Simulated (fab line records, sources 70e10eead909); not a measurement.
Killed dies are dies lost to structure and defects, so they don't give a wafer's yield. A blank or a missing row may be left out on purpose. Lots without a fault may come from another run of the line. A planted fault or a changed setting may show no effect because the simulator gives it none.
Chamber matching | flow nand_harc | NHARC_P_GATE_DESCUM_93 on rie_diel-10: 4 sister chambers
The step chemistry O2, time 3 s. 4 wafers are shown with their chamber, then 7 later ones without.

WAFERS WITH THEIR CHAMBER
wafer  | chamber | showerhead_plenum_p_Torr (Torr)
L527.1 | 1       | 1.85
L530.4 | 0       | 1.96
L531.2 | 3       | 1.81
L531.4 | 2       | 1.91

WAFERS WITHOUT THEIR CHAMBER
wafer  | showerhead_plenum_p_Torr (Torr)
L531.5 | 1.96
L540.1 | 1.91
L540.4 | 1.85
L540.6 | 1.91
L548.2 | 1.91
L548.5 | 1.91
L548.6 | 1.80

WHICH CHAMBER EACH WENT THROUGH
wafer  | from the rows above | in truth
L531.5 | 0                   | 0
L540.1 | 2                   | 2
L540.4 | 1                   | 1
L540.6 | 2                   | 2
L548.2 | 2                   | 2
L548.5 | 2                   | 2
L548.6 | 3                   | 3
Placed correctly: 7 of 7. Can't be placed from these rows: 0. Placed wrongly: 0.
How it was worked out, from the rows above alone: a wafer's distance from a chamber is the root of the sum, over the readings, of the square of ((its reading less the chamber's mean) divided by the reading's scatter). The wafer belongs to the nearest chamber; if the next one is less than 2 further off, it can't be placed. A chamber's mean is the mean of its shown wafers. The scatter: with one shown wafer a chamber, the root of the mean of the squares of how far each hidden wafer lies from its nearest shown one.
